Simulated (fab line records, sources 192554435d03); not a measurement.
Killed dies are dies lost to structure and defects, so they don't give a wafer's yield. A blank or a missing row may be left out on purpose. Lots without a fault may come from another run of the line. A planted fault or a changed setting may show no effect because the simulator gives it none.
Chamber matching | flow n5_finfet | N5_SPACER0_ALD_08 on ald_sin-01: 4 sister chambers
The step deposits SiNx, target thk 2 nm. 8 wafers are shown with their chamber, then 8 later ones without.

WAFERS WITH THEIR CHAMBER
wafer  | chamber | heater_power_w (W)
L224.2 | 2       | 843
L224.6 | 3       | 767
L226.5 | 2       | 826
L226.6 | 1       | 808
L229.2 | 0       | 686
L229.3 | 1       | 834
L229.4 | 0       | 659
L241.3 | 3       | 786

WAFERS WITHOUT THEIR CHAMBER
wafer  | heater_power_w (W)
L241.5 | 766
L241.6 | 664
L243.1 | 844
L243.2 | 671
L243.4 | 778
L244.1 | 777
L244.5 | 853
L244.6 | 794

WHICH CHAMBER EACH WENT THROUGH
wafer  | from the rows above          | in truth
L241.5 | 3                            | 3
L241.6 | 0                            | 0
L243.1 | can't be placed: 2 or 1      | 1
L243.2 | 0                            | 0
L243.4 | 3                            | 3
L244.1 | 3                            | 3
L244.5 | can't be placed: 2 or 1      | 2
L244.6 | can't be placed: 3 or 1 or 2 | 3
Placed correctly: 5 of 8. Can't be placed from these rows: 3 (the true chamber is among the candidates in 3). Placed wrongly: 0.
How it was worked out, from the rows above alone: a wafer's distance from a chamber is the root of the sum, over the readings, of the square of ((its reading less the chamber's mean) divided by the reading's scatter). The wafer belongs to the nearest chamber; if the next one is less than 2 further off, it can't be placed. A chamber's mean is the mean of its shown wafers. The scatter: the root of (the sum of the squares of (reading less its chamber's mean) over the shown wafers, divided by (wafers less chambers)).
